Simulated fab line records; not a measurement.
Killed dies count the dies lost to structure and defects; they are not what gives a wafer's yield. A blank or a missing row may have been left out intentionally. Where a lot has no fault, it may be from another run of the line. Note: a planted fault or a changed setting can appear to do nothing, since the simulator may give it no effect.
Split-lot trial :: flow n5Finfet :: 21 wafers read across 7 lots, on a route 1938 steps long

== ABOUT THE SPLIT ==
At N5_BEOL_M0_SAQP_MANDREL_ETCH_20 (etches a-Si in HBr/Cl2, stops on SiNx, target depth 60 nm, bt time 10 s, time 30 s), the setting icpW was moved away from the recipe's 800 W on 5 of the 21 wafers read, by -16.8% to +6.1%. All remaining wafers had this setting at the recipe value.

The reading is taken at the split's own step.

== THE READING ==
SOC_of_BEOL_M0_SAQP_COAT_81.thkNm (the simulator's own value, which no gauge read), in nm, at N5_BEOL_M0_SAQP_MANDREL_ETCH_20 (etches a-Si in HBr/Cl2, stops on SiNx, target depth 60 nm, bt time 10 s, time 30 s). The file gives no usual value for it. Here, 16 wafers ran the recipe; their average is 76.1 nm with a standard deviation of 0.3 nm.

wafer: L075.1
tool, chamber at the split: rieSi-05, 0,2
icpW as run, W: 848.8
against the recipe: +6.1%
SOC_of_BEOL_M0_SAQP_COAT_81.thkNm, nm: 75
against lot-mates on the recipe: -0.6

wafer: L075.6
tool, chamber at the split: rieSi-05, 0,2
icpW as run, W: 848.8
against the recipe: +6.1%
SOC_of_BEOL_M0_SAQP_COAT_81.thkNm, nm: 75
against lot-mates on the recipe: -0.6

wafer: L075.3
tool, chamber at the split: rieSi-05, 1
icpW as run, W: 800
against the recipe: recipe
SOC_of_BEOL_M0_SAQP_COAT_81.thkNm, nm: 75.6
against lot-mates on the recipe: -

wafer: L081.2
tool, chamber at the split: rieSi-05, 0,2,1
icpW as run, W: 800
against the recipe: recipe
SOC_of_BEOL_M0_SAQP_COAT_81.thkNm, nm: 75.8
against lot-mates on the recipe: -

wafer: L081.5
tool, chamber at the split: rieSi-05, 0,2,1
icpW as run, W: 800
against the recipe: recipe
SOC_of_BEOL_M0_SAQP_COAT_81.thkNm, nm: 75.8
against lot-mates on the recipe: -

wafer: L081.6
tool, chamber at the split: rieSi-05, 0,2,1
icpW as run, W: 800
against the recipe: recipe
SOC_of_BEOL_M0_SAQP_COAT_81.thkNm, nm: 75.8
against lot-mates on the recipe: -

wafer: L083.1
tool, chamber at the split: rieSi-06, 0
icpW as run, W: 800
against the recipe: recipe
SOC_of_BEOL_M0_SAQP_COAT_81.thkNm, nm: 76.6
against lot-mates on the recipe: -

wafer: L083.3
tool, chamber at the split: rieSi-06, 1
icpW as run, W: 800
against the recipe: recipe
SOC_of_BEOL_M0_SAQP_COAT_81.thkNm, nm: 76.2
against lot-mates on the recipe: -

wafer: L083.4
tool, chamber at the split: rieSi-06, 1
icpW as run, W: 733.5
against the recipe: -8.3%
SOC_of_BEOL_M0_SAQP_COAT_81.thkNm, nm: 76.8
against lot-mates on the recipe: +0.4

wafer: L086.2
tool, chamber at the split: rieSi-06, 0,1
icpW as run, W: 800
against the recipe: recipe
SOC_of_BEOL_M0_SAQP_COAT_81.thkNm, nm: 76
against lot-mates on the recipe: -

wafer: L086.4
tool, chamber at the split: rieSi-06, 0,1
icpW as run, W: 800
against the recipe: recipe
SOC_of_BEOL_M0_SAQP_COAT_81.thkNm, nm: 76
against lot-mates on the recipe: -

wafer: L086.6
tool, chamber at the split: rieSi-06, 1
icpW as run, W: 800
against the recipe: recipe
SOC_of_BEOL_M0_SAQP_COAT_81.thkNm, nm: 75.8
against lot-mates on the recipe: -

wafer: L088.1
tool, chamber at the split: rieSi-06, 3
icpW as run, W: 800
against the recipe: recipe
SOC_of_BEOL_M0_SAQP_COAT_81.thkNm, nm: 76.2
against lot-mates on the recipe: -

wafer: L088.3
tool, chamber at the split: rieSi-06, 0
icpW as run, W: 800
against the recipe: recipe
SOC_of_BEOL_M0_SAQP_COAT_81.thkNm, nm: 76.4
against lot-mates on the recipe: -

wafer: L088.6
tool, chamber at the split: rieSi-06, 0
icpW as run, W: 800
against the recipe: recipe
SOC_of_BEOL_M0_SAQP_COAT_81.thkNm, nm: 76.4
against lot-mates on the recipe: -

wafer: L093.1
tool, chamber at the split: rieSi-06, 1
icpW as run, W: 665.6
against the recipe: -16.8%
SOC_of_BEOL_M0_SAQP_COAT_81.thkNm, nm: 78.4
against lot-mates on the recipe: +2.0

wafer: L093.2
tool, chamber at the split: rieSi-06, 0
icpW as run, W: 800
against the recipe: recipe
SOC_of_BEOL_M0_SAQP_COAT_81.thkNm, nm: 76.4
against lot-mates on the recipe: -

wafer: L093.4
tool, chamber at the split: rieSi-06, 2
icpW as run, W: 665.6
against the recipe: -16.8%
SOC_of_BEOL_M0_SAQP_COAT_81.thkNm, nm: 78.8
against lot-mates on the recipe: +2.4

wafer: L095.2
tool, chamber at the split: rieSi-05, 0
icpW as run, W: 800
against the recipe: recipe
SOC_of_BEOL_M0_SAQP_COAT_81.thkNm, nm: 76
against lot-mates on the recipe: -

wafer: L095.4
tool, chamber at the split: rieSi-05, 1
icpW as run, W: 800
against the recipe: recipe
SOC_of_BEOL_M0_SAQP_COAT_81.thkNm, nm: 76.2
against lot-mates on the recipe: -

wafer: L095.6
tool, chamber at the split: rieSi-05, 1
icpW as run, W: 800
against the recipe: recipe
SOC_of_BEOL_M0_SAQP_COAT_81.thkNm, nm: 76.6
against lot-mates on the recipe: -
If several chambers appear in one row, that row covers several wafers at once and the file leaves open which wafer was in which chamber.

THE FIT
A straight line over all 21 wafers: SOC_of_BEOL_M0_SAQP_COAT_81.thkNm changes by -0.147 nm for each +1% of icpW; r = -0.94; the points scatter about the line by 0.31 nm.
The same after taking each lot's own level away (the mean of its wafers on the recipe; 21 wafers): -0.119 nm for each +1%; r = -0.96; scatter 0.21 nm.
According to that fit, moving icpW by its largest amount changes the reading by 2 nm.
Across the lots, their own levels run from 75.60 to 76.40 nm, a range of 2.7 times the standard deviation given above.
Thus the slope moves with the lot-to-lot level: the two fits are different.
Check: +2.01 nm against its lot-mates is what the line predicts for one of the wafers moved furthest among these (-16.8%) when that wafer is left out of the fit. It came out at +2 nm against them.

== THESE WAFERS: OTHER SPLITS ==
Note: prior to the reading, these wafers also went through further splits. Each is held against what the fit with the lots' levels taken away leaves over:
other split on the same wafers: N5_GATE_CUT_DESCUM_18 timeS
wafers away from the commonest value: 12
r with SOC_of_BEOL_M0_SAQP_COAT_81.thkNm (lot level and that fit taken away): +0.00

other split on the same wafers: N5_MOL_CONTACT_COAG_ETCH_105 biasW
wafers away from the commonest value: 6
r with SOC_of_BEOL_M0_SAQP_COAT_81.thkNm (lot level and that fit taken away): -0.13

other split on the same wafers: N5_MOL_CONTACT_COAG_CONTACT_ETCH_14 sourceW
wafers away from the commonest value: 8
r with SOC_of_BEOL_M0_SAQP_COAT_81.thkNm (lot level and that fit taken away): -0.06

other split on the same wafers: N5_MOL_CONTACT_COAG_EXPOSE_37 doseMj
wafers away from the commonest value: 8
r with SOC_of_BEOL_M0_SAQP_COAT_81.thkNm (lot level and that fit taken away): +0.22

other split on the same wafers: N5_MOL_CONTACT_COAG_ALD_133 aldCycles
wafers away from the commonest value: 4
r with SOC_of_BEOL_M0_SAQP_COAT_81.thkNm (lot level and that fit taken away): -0.03

== THE FILE'S OWN FIT ==
SOC_of_BEOL_M0_SAQP_COAT_81.thkNm changes by -0.113 nm for each +1% of icpW, r = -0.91.
